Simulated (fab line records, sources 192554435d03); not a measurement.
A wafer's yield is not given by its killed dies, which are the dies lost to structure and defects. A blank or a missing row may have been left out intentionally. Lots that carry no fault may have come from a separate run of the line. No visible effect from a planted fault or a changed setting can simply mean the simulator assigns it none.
fab line records / flow n5Finfet / part 2 of 2: steps 5 to 6 of 6
record lots=16 wafers=48 lastDay=18
route steps=1938 shown DUMMY_GATE@243 SD_EPI_N@274 SD_EPI_P@307 SDB@361
lots with no fault: from the same line, run without faults
startH: hours from the record's first day to the start of the lot's first wafer shown / waitH: how many hours have passed since the lot's step before this one / " identical to the entry in the row above / L1.1+2: a row that stands for several wafers / - no value present, or no start provided / * or withheld: withheld / < > ~ a bound
route shown NAME@n: a module of which the file shows steps, and the number in the route of the first / usual: mean and standard deviation over wafers with no fault / same: alike in all rows / chamber/n: place in a boat / sites: the reading at each site / _std_site: their standard deviation / _edge_site: inner sites' mean taken away from outer sites' mean / radiusMm: for every site, how far away it sits from the centre of the wafer / mask NAME#n: copy n / behind: the tool/chamber that last shaped the wafer / hold: why the lot went on hold/how many hours it stayed there/how the hold came to an end / device: names the non-switching transistor (n, p or np) / end of line: tests of these same wafers at the route's end / for a step that has no rows: nothing shown but its recipe / killed: dies that structure and defects cost at the first sort, which is not the same as the wafer's yield / map: per-die view of a wafer (x killed, . not killed, _ where there is no die)
set.NAME: setting as actually run; set.NAME@STEP: the setting as run at that earlier step / model.NAME: the simulator's own value behind a step, which no gauge read
steps of the route over a sample of lots; a table a step, a row a wafer
services: a tool's chamber out of use, with start hour (startH, from the record's first day; less than 0 if before it), hours out, and reason
## steps
# step N5_SD_EPI_P_ETCH_37
# recipe chemistry=N2/H2 target=SOC overetchA=1080 maskMaterial=SiARC tempC=40 ionEnergyEv=100 sourceW=3000 biasW=133 pressureMtorr=20 timeS=486 n2FlowSccm=200 h2FlowSccm=200 ends=endPoint
# usual drypumpMotorCurrentA=5.7/0.38 oesProductAu=0.71/0.074 rfFwdPowerW=2996/8.5 rfVppV=240.8/1.6 showerheadPlenumPTorr=2.56/0.1 throttleValvePct=23.7/0.5
lot.wafer=L074.1 tool=rieDiel-06 chamber=3 startH=55.61 waitH=0.0 drypumpMotorCurrentA=5.3 oesProductAu=0.80 rfFwdPowerW=2990 rfHoursCounterH=26 rfVppV=241.9 showerheadPlenumPTorr=2.68 throttleValvePct=23.7
lot.wafer=L074.2 tool=rieDiel-06 chamber=2 startH=55.61 waitH=0.0 drypumpMotorCurrentA=5.2 oesProductAu=0.67 rfFwdPowerW=2999 rfHoursCounterH=170 rfVppV=241.3 showerheadPlenumPTorr=2.54 throttleValvePct=24.1
lot.wafer=L074.3 tool=rieDiel-06 chamber=1 startH=55.61 waitH=0.0 drypumpMotorCurrentA=5.9 oesProductAu=0.83 rfFwdPowerW=2998 rfHoursCounterH=10 rfVppV=241.1 showerheadPlenumPTorr=2.59 throttleValvePct=23.2
lot.wafer=L076.3 tool=rieDiel-01 chamber=0 startH=66.20 waitH=0.0 drypumpMotorCurrentA=5.3 oesProductAu=0.67 rfFwdPowerW=3000 rfHoursCounterH=140 rfVppV=243.4 showerheadPlenumPTorr=2.66 throttleValvePct=24.0
lot.wafer=L076.4 tool=rieDiel-01 chamber=3 startH=66.20 waitH=0.0 drypumpMotorCurrentA=6.2 oesProductAu=0.85 rfFwdPowerW=2997 rfHoursCounterH=13 rfVppV=240.2 showerheadPlenumPTorr=2.49 throttleValvePct=23.3
lot.wafer=L076.6 tool=rieDiel-01 chamber=1 startH=66.20 waitH=0.0 drypumpMotorCurrentA=5.8 oesProductAu=0.67 rfFwdPowerW=2994 rfHoursCounterH=- rfVppV=241.4 showerheadPlenumPTorr=2.53 throttleValvePct=23.4
lot.wafer=L078.2 tool=rieDiel-01 chamber=3 startH=78.33 waitH=0.0 drypumpMotorCurrentA=6.2 oesProductAu=0.84 rfFwdPowerW=2999 rfHoursCounterH=17 rfVppV=239.7 showerheadPlenumPTorr=2.49 throttleValvePct=23.3
lot.wafer=L078.4 tool=rieDiel-01 chamber=2 startH=78.33 waitH=0.0 drypumpMotorCurrentA=6.1 oesProductAu=0.65 rfFwdPowerW=3000 rfHoursCounterH=188 rfVppV=239.0 showerheadPlenumPTorr=2.41 throttleValvePct=23.7
lot.wafer=L078.5 tool=rieDiel-01 chamber=3 startH=78.33 waitH=0.0 drypumpMotorCurrentA=6.2 oesProductAu=0.84 rfFwdPowerW=2997 rfHoursCounterH=- rfVppV=238.7 showerheadPlenumPTorr=2.49 throttleValvePct=23.3
lot.wafer=L080.1 tool=rieDiel-03 chamber=1 startH=91.26 waitH=0.0 drypumpMotorCurrentA=6.0 oesProductAu=0.74 rfFwdPowerW=2998 rfHoursCounterH=65 rfVppV=241.3 showerheadPlenumPTorr=2.69 throttleValvePct=23.3
lot.wafer=L080.4 tool=rieDiel-03 chamber=2 startH=91.26 waitH=0.0 drypumpMotorCurrentA=5.2 oesProductAu=0.69 rfFwdPowerW=3019 rfHoursCounterH=140 rfVppV=238.5 showerheadPlenumPTorr=2.46 throttleValvePct=23.4
lot.wafer=L080.6 tool=rieDiel-03 chamber=1 startH=91.26 waitH=0.0 drypumpMotorCurrentA=6.0 oesProductAu=0.74 rfFwdPowerW=2999 rfHoursCounterH=- rfVppV=243.6 showerheadPlenumPTorr=2.69 throttleValvePct=23.3
lot.wafer=L081.1 tool=rieDiel-01 chamber=0 startH=101.66 waitH=0.0 drypumpMotorCurrentA=5.2 oesProductAu=0.67 rfFwdPowerW=2990 rfHoursCounterH=151 rfVppV=241.2 showerheadPlenumPTorr=2.65 throttleValvePct=24.0
lot.wafer=L081.2 tool=rieDiel-01 chamber=3 startH=101.66 waitH=0.0 drypumpMotorCurrentA=6.2 oesProductAu=0.83 rfFwdPowerW=2998 rfHoursCounterH=23 rfVppV=240.3 showerheadPlenumPTorr=2.48 throttleValvePct=23.3
lot.wafer=L081.5 tool=rieDiel-01 chamber=2 startH=101.66 waitH=0.0 drypumpMotorCurrentA=6.1 oesProductAu=0.64 rfFwdPowerW=2990 rfHoursCounterH=- rfVppV=240.0 showerheadPlenumPTorr=2.41 throttleValvePct=23.7
lot.wafer=L082.1 tool=rieDiel-03 chamber=0 startH=107.22 waitH=0.0 drypumpMotorCurrentA=5.2 oesProductAu=0.76 rfFwdPowerW=2988 rfHoursCounterH=44 rfVppV=242.0 showerheadPlenumPTorr=2.70 throttleValvePct=23.6
lot.wafer=L082.4 tool=rieDiel-03 chamber=1 startH=107.22 waitH=0.0 drypumpMotorCurrentA=6.0 oesProductAu=0.73 rfFwdPowerW=2992 rfHoursCounterH=69 rfVppV=242.2 showerheadPlenumPTorr=2.69 throttleValvePct=23.3
lot.wafer=L082.5 tool=rieDiel-03 chamber=3 startH=107.22 waitH=0.0 drypumpMotorCurrentA=5.8 oesProductAu=0.63 rfFwdPowerW=2994 rfHoursCounterH=- rfVppV=242.7 showerheadPlenumPTorr=2.65 throttleValvePct=24.9
lot.wafer=L085.2 tool=rieDiel-03 chamber=1 startH=128.58 waitH=0.0 drypumpMotorCurrentA=6.0 oesProductAu=0.73 rfFwdPowerW=2992 rfHoursCounterH=75 rfVppV=241.9 showerheadPlenumPTorr=2.68 throttleValvePct=23.3
lot.wafer=L085.4 tool=rieDiel-03 chamber=2 startH=128.58 waitH=0.0 drypumpMotorCurrentA=5.2 oesProductAu=0.68 rfFwdPowerW=3000 rfHoursCounterH=150 rfVppV=240.4 showerheadPlenumPTorr=2.45 throttleValvePct=23.4
lot.wafer=L085.6 tool=rieDiel-03 chamber=2 startH=128.58 waitH=0.0 drypumpMotorCurrentA=5.2 oesProductAu=0.69 rfFwdPowerW=2999 rfHoursCounterH=- rfVppV=239.5 showerheadPlenumPTorr=2.45 throttleValvePct=23.4
lot.wafer=L087.1 tool=rieDiel-03 chamber=3 startH=136.34 waitH=0.0 drypumpMotorCurrentA=5.9 oesProductAu=0.62 rfFwdPowerW=2992 rfHoursCounterH=226 rfVppV=240.7 showerheadPlenumPTorr=2.64 throttleValvePct=24.9
lot.wafer=L087.2 tool=rieDiel-03 chamber=2 startH=136.34 waitH=0.0 drypumpMotorCurrentA=5.2 oesProductAu=0.68 rfFwdPowerW=2987 rfHoursCounterH=152 rfVppV=240.0 showerheadPlenumPTorr=2.45 throttleValvePct=23.4
lot.wafer=L087.6 tool=rieDiel-03 chamber=3 startH=136.34 waitH=0.0 drypumpMotorCurrentA=5.9 oesProductAu=0.62 rfFwdPowerW=2989 rfHoursCounterH=- rfVppV=241.0 showerheadPlenumPTorr=2.64 throttleValvePct=24.9
lot.wafer=L088.2 tool=rieDiel-01 chamber=0 startH=139.13 waitH=0.0 drypumpMotorCurrentA=5.2 oesProductAu=0.66 rfFwdPowerW=3007 rfHoursCounterH=163 rfVppV=241.8 showerheadPlenumPTorr=2.65 throttleValvePct=24.0
lot.wafer=L088.5 tool=rieDiel-01 chamber=3 startH=139.13 waitH=0.0 drypumpMotorCurrentA=6.3 oesProductAu=0.81 rfFwdPowerW=3000 rfHoursCounterH=- rfVppV=241.7 showerheadPlenumPTorr=2.48 throttleValvePct=23.3
lot.wafer=L088.6 tool=rieDiel-01 chamber=0 startH=139.13 waitH=0.0 drypumpMotorCurrentA=5.3 oesProductAu=0.66 rfFwdPowerW=3004 rfHoursCounterH=- rfVppV=242.3 showerheadPlenumPTorr=2.65 throttleValvePct=24.0
lot.wafer=L090.2 tool=rieDiel-03 chamber=0 startH=149.05 waitH=0.0 drypumpMotorCurrentA=5.3 oesProductAu=0.74 rfFwdPowerW=2995 rfHoursCounterH=57 rfVppV=243.2 showerheadPlenumPTorr=2.70 throttleValvePct=23.6
lot.wafer=L090.3 tool=rieDiel-03 chamber=3 startH=149.05 waitH=0.0 drypumpMotorCurrentA=5.9 oesProductAu=0.62 rfFwdPowerW=3004 rfHoursCounterH=231 rfVppV=240.8 showerheadPlenumPTorr=2.64 throttleValvePct=24.9
lot.wafer=L090.4 tool=rieDiel-03 chamber=0 startH=149.05 waitH=0.0 drypumpMotorCurrentA=5.3 oesProductAu=0.75 rfFwdPowerW=2995 rfHoursCounterH=- rfVppV=244.0 showerheadPlenumPTorr=2.70 throttleValvePct=23.6
lot.wafer=L091.1 tool=rieDiel-01 chamber=0 startH=157.69 waitH=0.0 drypumpMotorCurrentA=5.2 oesProductAu=0.66 rfFwdPowerW=2992 rfHoursCounterH=168 rfVppV=242.2 showerheadPlenumPTorr=2.64 throttleValvePct=24.0
lot.wafer=L091.3 tool=rieDiel-01 chamber=2 startH=157.69 waitH=0.0 drypumpMotorCurrentA=6.1 oesProductAu=0.63 rfFwdPowerW=3003 rfHoursCounterH=211 rfVppV=240.3 showerheadPlenumPTorr=2.40 throttleValvePct=23.8
lot.wafer=L091.4 tool=rieDiel-01 chamber=3 startH=157.69 waitH=0.0 drypumpMotorCurrentA=6.2 oesProductAu=0.80 rfFwdPowerW=2991 rfHoursCounterH=41 rfVppV=240.0 showerheadPlenumPTorr=2.48 throttleValvePct=23.4
lot.wafer=L093.1 tool=rieDiel-03 chamber=3 startH=167.75 waitH=0.0 drypumpMotorCurrentA=5.9 oesProductAu=0.62 rfFwdPowerW=2992 rfHoursCounterH=236 rfVppV=241.5 showerheadPlenumPTorr=2.64 throttleValvePct=24.9
lot.wafer=L093.2 tool=rieDiel-03 chamber=1 startH=167.75 waitH=0.0 drypumpMotorCurrentA=6.0 oesProductAu=0.73 rfFwdPowerW=3000 rfHoursCounterH=81 rfVppV=241.7 showerheadPlenumPTorr=2.68 throttleValvePct=23.3
lot.wafer=L093.3 tool=rieDiel-03 chamber=0 startH=167.75 waitH=0.0 drypumpMotorCurrentA=5.2 oesProductAu=0.75 rfFwdPowerW=2986 rfHoursCounterH=63 rfVppV=243.0 showerheadPlenumPTorr=2.69 throttleValvePct=23.6
lot.wafer=L094.4 tool=rieDiel-06 chamber=2 startH=174.58 waitH=0.0 drypumpMotorCurrentA=5.2 oesProductAu=0.64 rfFwdPowerW=3001 rfHoursCounterH=206 rfVppV=240.7 showerheadPlenumPTorr=2.52 throttleValvePct=24.2
lot.wafer=L094.5 tool=rieDiel-06 chamber=1 startH=174.58 waitH=0.0 drypumpMotorCurrentA=5.9 oesProductAu=0.78 rfFwdPowerW=2999 rfHoursCounterH=- rfVppV=241.2 showerheadPlenumPTorr=2.57 throttleValvePct=23.2
lot.wafer=L094.6 tool=rieDiel-06 chamber=0 startH=174.58 waitH=0.0 drypumpMotorCurrentA=5.8 oesProductAu=0.81 rfFwdPowerW=2995 rfHoursCounterH=- rfVppV=239.4 showerheadPlenumPTorr=2.47 throttleValvePct=23.4
lot.wafer=L095.2 tool=rieDiel-03 chamber=0 startH=180.15 waitH=0.0 drypumpMotorCurrentA=5.3 oesProductAu=0.74 rfFwdPowerW=2978 rfHoursCounterH=66 rfVppV=241.9 showerheadPlenumPTorr=2.69 throttleValvePct=23.6
lot.wafer=L095.4 tool=rieDiel-03 chamber=1 startH=180.15 waitH=0.0 drypumpMotorCurrentA=6.0 oesProductAu=0.72 rfFwdPowerW=2988 rfHoursCounterH=84 rfVppV=241.4 showerheadPlenumPTorr=2.68 throttleValvePct=23.3
lot.wafer=L095.5 tool=rieDiel-03 chamber=1 startH=180.15 waitH=0.0 drypumpMotorCurrentA=6.0 oesProductAu=0.72 rfFwdPowerW=2974 rfHoursCounterH=- rfVppV=242.5 showerheadPlenumPTorr=2.68 throttleValvePct=23.3
lot.wafer=L096.1 tool=rieDiel-03 chamber=3 startH=184.07 waitH=0.0 drypumpMotorCurrentA=5.9 oesProductAu=0.61 rfFwdPowerW=2982 rfHoursCounterH=240 rfVppV=241.7 showerheadPlenumPTorr=2.64 throttleValvePct=24.9
lot.wafer=L096.2 tool=rieDiel-03 chamber=2 startH=184.07 waitH=0.0 drypumpMotorCurrentA=5.2 oesProductAu=0.67 rfFwdPowerW=2981 rfHoursCounterH=166 rfVppV=239.5 showerheadPlenumPTorr=2.44 throttleValvePct=23.4
lot.wafer=L096.4 tool=rieDiel-03 chamber=1 startH=184.07 waitH=0.0 drypumpMotorCurrentA=6.0 oesProductAu=0.72 rfFwdPowerW=2981 rfHoursCounterH=85 rfVppV=242.1 showerheadPlenumPTorr=2.68 throttleValvePct=23.3
lot.wafer=L097.4 tool=rieDiel-01 chamber=2 startH=192.36 waitH=0.0 drypumpMotorCurrentA=6.1 oesProductAu=0.62 rfFwdPowerW=3001 rfHoursCounterH=222 rfVppV=238.8 showerheadPlenumPTorr=2.40 throttleValvePct=23.8
lot.wafer=L097.5 tool=rieDiel-01 chamber=2 startH=192.36 waitH=0.0 drypumpMotorCurrentA=6.1 oesProductAu=0.62 rfFwdPowerW=2997 rfHoursCounterH=- rfVppV=236.7 showerheadPlenumPTorr=2.40 throttleValvePct=23.8
lot.wafer=L097.6 tool=rieDiel-01 chamber=1 startH=192.36 waitH=0.0 drypumpMotorCurrentA=5.9 oesProductAu=0.64 rfFwdPowerW=2995 rfHoursCounterH=- rfVppV=239.8 showerheadPlenumPTorr=2.52 throttleValvePct=23.4
# step N5_SDB_ETCH_18
# recipe chemistry=N2/H2 target=SOC targetDepthA=1000 overetchA=200 maskMaterial=SiARC tempC=40 timeS=150 ionEnergyEv=200 pressureMtorr=30 sourceW=840 biasW=150 n2FlowSccm=200 h2FlowSccm=200
# usual drypumpMotorCurrentA=5.4/0.39 oesProductAu=0.71/0.08 rfFwdPowerW=837.6/2.9 rfVppV=523.8/2.8 showerheadPlenumPTorr=2.54/0.095 throttleValvePct=17.77/0.23
lot.wafer=L074.1 tool=rieDiel-04 chamber=0 startH=67.40 waitH=0.0 drypumpMotorCurrentA=5.9 oesProductAu=0.65 rfFwdPowerW=840.9 rfHoursCounterH=154 rfVppV=519.9 showerheadPlenumPTorr=2.44 throttleValvePct=17.94
lot.wafer=L074.2 tool=rieDiel-04 chamber=3 startH=67.40 waitH=0.0 drypumpMotorCurrentA=5.6 oesProductAu=0.65 rfFwdPowerW=841.2 rfHoursCounterH=153 rfVppV=519.9 showerheadPlenumPTorr=2.44 throttleValvePct=17.78
lot.wafer=L074.3 tool=rieDiel-04 chamber=1 startH=67.40 waitH=0.0 drypumpMotorCurrentA=5.3 oesProductAu=0.65 rfFwdPowerW=837.1 rfHoursCounterH=178 rfVppV=525.2 showerheadPlenumPTorr=2.62 throttleValvePct=17.89
lot.wafer=L076.3 tool=rieDiel-04 chamber=2 startH=79.19 waitH=0.0 drypumpMotorCurrentA=4.8 oesProductAu=0.86 rfFwdPowerW=834.7 rfHoursCounterH=8 rfVppV=521.9 showerheadPlenumPTorr=2.49 throttleValvePct=17.50
lot.wafer=L076.4 tool=rieDiel-04 chamber=1 startH=79.19 waitH=0.0 drypumpMotorCurrentA=5.3 oesProductAu=0.65 rfFwdPowerW=837.2 rfHoursCounterH=185 rfVppV=525.2 showerheadPlenumPTorr=2.62 throttleValvePct=17.90
lot.wafer=L076.6 tool=rieDiel-04 chamber=2 startH=79.19 waitH=0.0 drypumpMotorCurrentA=4.8 oesProductAu=0.86 rfFwdPowerW=837.3 rfHoursCounterH=- rfVppV=521.0 showerheadPlenumPTorr=2.49 throttleValvePct=17.52
lot.wafer=L078.2 tool=rieDiel-04 chamber=3 startH=91.43 waitH=0.0 drypumpMotorCurrentA=5.7 oesProductAu=0.66 rfFwdPowerW=841.6 rfHoursCounterH=163 rfVppV=520.9 showerheadPlenumPTorr=2.43 throttleValvePct=17.79
lot.wafer=L078.4 tool=rieDiel-04 chamber=1 startH=91.43 waitH=0.0 drypumpMotorCurrentA=5.3 oesProductAu=0.65 rfFwdPowerW=836.1 rfHoursCounterH=189 rfVppV=526.1 showerheadPlenumPTorr=2.62 throttleValvePct=17.91
lot.wafer=L078.5 tool=rieDiel-04 chamber=1 startH=91.43 waitH=0.0 drypumpMotorCurrentA=5.3 oesProductAu=0.65 rfFwdPowerW=835.5 rfHoursCounterH=- rfVppV=525.7 showerheadPlenumPTorr=2.62 throttleValvePct=17.91
lot.wafer=L080.1 tool=rieDiel-04 chamber=1 startH=105.24 waitH=0.0 drypumpMotorCurrentA=5.3 oesProductAu=0.65 rfFwdPowerW=839.9 rfHoursCounterH=192 rfVppV=528.2 showerheadPlenumPTorr=2.62 throttleValvePct=17.92
lot.wafer=L080.4 tool=rieDiel-04 chamber=0 startH=105.24 waitH=0.0 drypumpMotorCurrentA=5.9 oesProductAu=0.65 rfFwdPowerW=837.5 rfHoursCounterH=168 rfVppV=519.7 showerheadPlenumPTorr=2.43 throttleValvePct=17.95
lot.wafer=L080.6 tool=rieDiel-04 chamber=0 startH=105.24 waitH=0.0 drypumpMotorCurrentA=5.9 oesProductAu=0.65 rfFwdPowerW=839.8 rfHoursCounterH=- rfVppV=522.6 showerheadPlenumPTorr=2.43 throttleValvePct=17.97
lot.wafer=L081.1 tool=rieDiel-02 chamber=0 startH=114.28 waitH=0.0 drypumpMotorCurrentA=5.7 oesProductAu=0.65 rfFwdPowerW=834.8 rfHoursCounterH=179 rfVppV=519.6 showerheadPlenumPTorr=2.45 throttleValvePct=18.06
lot.wafer=L081.2 tool=rieDiel-02 chamber=2 startH=114.28 waitH=0.0 drypumpMotorCurrentA=5.9 oesProductAu=0.66 rfFwdPowerW=839.2 rfHoursCounterH=177 rfVppV=526.3 showerheadPlenumPTorr=2.65 throttleValvePct=17.97
lot.wafer=L081.5 tool=rieDiel-02 chamber=1 startH=114.28 waitH=0.0 drypumpMotorCurrentA=5.0 oesProductAu=0.81 rfFwdPowerW=841.2 rfHoursCounterH=- rfVppV=525.1 showerheadPlenumPTorr=2.60 throttleValvePct=17.40
lot.wafer=L082.1 tool=rieDiel-02 chamber=0 startH=119.25 waitH=0.0 drypumpMotorCurrentA=5.6 oesProductAu=0.65 rfFwdPowerW=835.0 rfHoursCounterH=181 rfVppV=520.2 showerheadPlenumPTorr=2.45 throttleValvePct=18.07
lot.wafer=L082.4 tool=rieDiel-02 chamber=1 startH=119.25 waitH=0.0 drypumpMotorCurrentA=5.0 oesProductAu=0.81 rfFwdPowerW=841.2 rfHoursCounterH=14 rfVppV=524.9 showerheadPlenumPTorr=2.60 throttleValvePct=17.42
lot.wafer=L082.5 tool=rieDiel-02 chamber=1 startH=119.25 waitH=0.0 drypumpMotorCurrentA=5.0 oesProductAu=0.81 rfFwdPowerW=840.9 rfHoursCounterH=- rfVppV=526.2 showerheadPlenumPTorr=2.60 throttleValvePct=17.42
lot.wafer=L085.2 tool=rieDiel-05 chamber=3 startH=140.11 waitH=0.0 drypumpMotorCurrentA=5.7 oesProductAu=0.85 rfFwdPowerW=834.6 rfHoursCounterH=4 rfVppV=527.4 showerheadPlenumPTorr=2.72 throttleValvePct=17.65
lot.wafer=L085.4 tool=rieDiel-05 chamber=1 startH=140.11 waitH=0.0 drypumpMotorCurrentA=5.5 oesProductAu=0.67 rfFwdPowerW=840.8 rfHoursCounterH=176 rfVppV=521.6 showerheadPlenumPTorr=2.43 throttleValvePct=18.00
lot.wafer=L085.6 tool=rieDiel-05 chamber=1 startH=140.11 waitH=0.0 drypumpMotorCurrentA=5.5 oesProductAu=0.67 rfFwdPowerW=840.3 rfHoursCounterH=- rfVppV=520.7 showerheadPlenumPTorr=2.43 throttleValvePct=17.97
lot.wafer=L087.1 tool=rieDiel-05 chamber=0 startH=148.05 waitH=0.0 drypumpMotorCurrentA=4.9 oesProductAu=0.73 rfFwdPowerW=838.1 rfHoursCounterH=70 rfVppV=524.5 showerheadPlenumPTorr=2.58 throttleValvePct=17.42
lot.wafer=L087.2 tool=rieDiel-05 chamber=2 startH=148.05 waitH=0.0 drypumpMotorCurrentA=5.9 oesProductAu=0.65 rfFwdPowerW=838.6 rfHoursCounterH=186 rfVppV=526.2 showerheadPlenumPTorr=2.64 throttleValvePct=17.84
lot.wafer=L087.6 tool=rieDiel-05 chamber=2 startH=148.05 waitH=0.0 drypumpMotorCurrentA=5.9 oesProductAu=0.65 rfFwdPowerW=839.6 rfHoursCounterH=- rfVppV=527.5 showerheadPlenumPTorr=2.64 throttleValvePct=17.85
lot.wafer=L088.2 tool=rieDiel-02 chamber=1 startH=151.80 waitH=0.0 drypumpMotorCurrentA=5.0 oesProductAu=0.79 rfFwdPowerW=839.8 rfHoursCounterH=24 rfVppV=526.5 showerheadPlenumPTorr=2.59 throttleValvePct=17.42
lot.wafer=L088.5 tool=rieDiel-02 chamber=3 startH=151.80 waitH=0.0 drypumpMotorCurrentA=5.4 oesProductAu=0.82 rfFwdPowerW=828.9 rfHoursCounterH=- rfVppV=526.8 showerheadPlenumPTorr=2.58 throttleValvePct=17.57
lot.wafer=L088.6 tool=rieDiel-02 chamber=2 startH=151.80 waitH=0.0 drypumpMotorCurrentA=5.9 oesProductAu=0.65 rfFwdPowerW=838.7 rfHoursCounterH=- rfVppV=525.5 showerheadPlenumPTorr=2.65 throttleValvePct=18.03
lot.wafer=L090.2 tool=rieDiel-04 chamber=1 startH=160.69 waitH=0.0 drypumpMotorCurrentA=5.3 oesProductAu=0.64 rfFwdPowerW=836.6 rfHoursCounterH=212 rfVppV=526.8 showerheadPlenumPTorr=2.61 throttleValvePct=17.96
lot.wafer=L090.3 tool=rieDiel-04 chamber=3 startH=160.69 waitH=0.0 drypumpMotorCurrentA=5.6 oesProductAu=0.64 rfFwdPowerW=838.2 rfHoursCounterH=186 rfVppV=522.1 showerheadPlenumPTorr=2.42 throttleValvePct=17.84
lot.wafer=L090.4 tool=rieDiel-04 chamber=0 startH=160.69 waitH=0.0 drypumpMotorCurrentA=5.9 oesProductAu=0.63 rfFwdPowerW=834.4 rfHoursCounterH=189 rfVppV=520.7 showerheadPlenumPTorr=2.42 throttleValvePct=18.00
lot.wafer=L091.1 tool=rieDiel-04 chamber=2 startH=169.76 waitH=0.0 drypumpMotorCurrentA=4.8 oesProductAu=0.79 rfFwdPowerW=837.1 rfHoursCounterH=38 rfVppV=523.3 showerheadPlenumPTorr=2.47 throttleValvePct=17.58
lot.wafer=L091.3 tool=rieDiel-04 chamber=3 startH=169.76 waitH=0.0 drypumpMotorCurrentA=5.7 oesProductAu=0.63 rfFwdPowerW=836.9 rfHoursCounterH=190 rfVppV=521.9 showerheadPlenumPTorr=2.42 throttleValvePct=17.84
lot.wafer=L091.4 tool=rieDiel-04 chamber=2 startH=169.76 waitH=0.0 drypumpMotorCurrentA=4.8 oesProductAu=0.78 rfFwdPowerW=838.5 rfHoursCounterH=- rfVppV=522.1 showerheadPlenumPTorr=2.47 throttleValvePct=17.56
lot.wafer=L093.1 tool=rieDiel-04 chamber=1 startH=179.49 waitH=0.0 drypumpMotorCurrentA=5.3 oesProductAu=0.63 rfFwdPowerW=835.0 rfHoursCounterH=216 rfVppV=525.9 showerheadPlenumPTorr=2.61 throttleValvePct=17.97
lot.wafer=L093.2 tool=rieDiel-04 chamber=3 startH=179.49 waitH=0.0 drypumpMotorCurrentA=5.6 oesProductAu=0.64 rfFwdPowerW=839.3 rfHoursCounterH=193 rfVppV=518.1 showerheadPlenumPTorr=2.42 throttleValvePct=17.84
lot.wafer=L093.3 tool=rieDiel-04 chamber=0 startH=179.49 waitH=0.0 drypumpMotorCurrentA=5.9 oesProductAu=0.63 rfFwdPowerW=836.8 rfHoursCounterH=196 rfVppV=521.1 showerheadPlenumPTorr=2.42 throttleValvePct=18.01
lot.wafer=L094.4 tool=rieDiel-02 chamber=2 startH=186.55 waitH=0.0 drypumpMotorCurrentA=5.9 oesProductAu=0.64 rfFwdPowerW=834.5 rfHoursCounterH=200 rfVppV=526.9 showerheadPlenumPTorr=2.64 throttleValvePct=18.03
lot.wafer=L094.5 tool=rieDiel-02 chamber=1 startH=186.55 waitH=0.0 drypumpMotorCurrentA=4.9 oesProductAu=0.78 rfFwdPowerW=845.0 rfHoursCounterH=- rfVppV=525.7 showerheadPlenumPTorr=2.59 throttleValvePct=17.46
lot.wafer=L094.6 tool=rieDiel-02 chamber=2 startH=186.55 waitH=0.0 drypumpMotorCurrentA=5.9 oesProductAu=0.65 rfFwdPowerW=836.2 rfHoursCounterH=- rfVppV=527.7 showerheadPlenumPTorr=2.64 throttleValvePct=18.03
lot.wafer=L095.2 tool=rieDiel-04 chamber=0 startH=191.33 waitH=0.0 drypumpMotorCurrentA=5.9 oesProductAu=0.62 rfFwdPowerW=839.3 rfHoursCounterH=201 rfVppV=520.7 showerheadPlenumPTorr=2.42 throttleValvePct=18.02
lot.wafer=L095.4 tool=rieDiel-04 chamber=1 startH=191.33 waitH=0.0 drypumpMotorCurrentA=5.3 oesProductAu=0.63 rfFwdPowerW=837.9 rfHoursCounterH=219 rfVppV=524.7 showerheadPlenumPTorr=2.60 throttleValvePct=17.99
lot.wafer=L095.5 tool=rieDiel-04 chamber=1 startH=191.33 waitH=0.0 drypumpMotorCurrentA=5.3 oesProductAu=0.63 rfFwdPowerW=839.4 rfHoursCounterH=- rfVppV=526.4 showerheadPlenumPTorr=2.60 throttleValvePct=17.97
lot.wafer=L096.1 tool=rieDiel-05 chamber=1 startH=195.40 waitH=0.0 drypumpMotorCurrentA=5.5 oesProductAu=0.66 rfFwdPowerW=845.1 rfHoursCounterH=197 rfVppV=520.9 showerheadPlenumPTorr=2.42 throttleValvePct=18.02
lot.wafer=L096.2 tool=rieDiel-05 chamber=2 startH=195.40 waitH=0.0 drypumpMotorCurrentA=5.9 oesProductAu=0.64 rfFwdPowerW=835.8 rfHoursCounterH=201 rfVppV=526.8 showerheadPlenumPTorr=2.63 throttleValvePct=17.87
lot.wafer=L096.4 tool=rieDiel-05 chamber=3 startH=195.40 waitH=0.0 drypumpMotorCurrentA=5.7 oesProductAu=0.80 rfFwdPowerW=839.7 rfHoursCounterH=21 rfVppV=528.8 showerheadPlenumPTorr=2.71 throttleValvePct=17.69
lot.wafer=L097.4 tool=rieDiel-02 chamber=1 startH=204.05 waitH=0.0 drypumpMotorCurrentA=5.0 oesProductAu=0.76 rfFwdPowerW=839.2 rfHoursCounterH=40 rfVppV=524.8 showerheadPlenumPTorr=2.58 throttleValvePct=17.48
lot.wafer=L097.5 tool=rieDiel-02 chamber=3 startH=204.05 waitH=0.0 drypumpMotorCurrentA=5.4 oesProductAu=0.79 rfFwdPowerW=836.2 rfHoursCounterH=- rfVppV=526.0 showerheadPlenumPTorr=2.57 throttleValvePct=17.59
lot.wafer=L097.6 tool=rieDiel-02 chamber=0 startH=204.05 waitH=0.0 drypumpMotorCurrentA=5.7 oesProductAu=0.63 rfFwdPowerW=834.4 rfHoursCounterH=- rfVppV=520.2 showerheadPlenumPTorr=2.43 throttleValvePct=18.12
## services
tool=rieDiel-03 chamber=- startH=32.50 hours=14.6 kind=pm
tool=rieDiel-03 chamber=2 startH=48.78 hours=2.7 kind=repair
tool=rieSi-02 chamber=1 startH=48.91 hours=10.6 kind=repair
tool=rieDiel-04 chamber=2 startH=49.28 hours=- kind=clean
tool=rieDiel-04 chamber=2 startH=49.28 hours=- kind=consumableReplace:focusRing
tool=rieDiel-04 chamber=2 startH=49.28 hours=15.3 kind=scheduledDown
tool=rieDiel-04 chamber=2 startH=49.28 hours=15.3 kind=ventCycle
tool=rieDiel-03 chamber=2 startH=62.74 hours=8.3 kind=repair
tool=rieDiel-02 chamber=- startH=63.38 hours=14.6 kind=pm
tool=rieDiel-06 chamber=- startH=82.95 hours=0.9 kind=repair
tool=rieDiel-06 chamber=3 startH=95.68 hours=2.3 kind=repair
tool=rieDiel-04 chamber=- startH=99.96 hours=4.3 kind=pm
tool=rieDiel-06 chamber=1 startH=108.93 hours=13.4 kind=repair
tool=rieDiel-02 chamber=- startH=110.97 hours=2.8 kind=pm
tool=rieDiel-05 chamber=0 startH=113.45 hours=3.9 kind=repair
tool=rieSi-06 chamber=- startH=114.91 hours=0.5 kind=repair
tool=rieDiel-05 chamber=- startH=116.55 hours=0.5 kind=repair
tool=rieSi-05 chamber=3 startH=122.15 hours=2.2 kind=repair
tool=rieSi-02 chamber=- startH=123.01 hours=1.8 kind=repair
tool=rieDiel-04 chamber=3 startH=144.48 hours=1.3 kind=repair
tool=rieDiel-04 chamber=1 startH=165.57 hours=6.6 kind=repair
tool=rieDiel-02 chamber=1 startH=169.13 hours=2.1 kind=repair
tool=rieDiel-06 chamber=0 startH=191.26 hours=3.2 kind=repair
tool=rieDiel-03 chamber=0 startH=195.40 hours=6.6 kind=repair
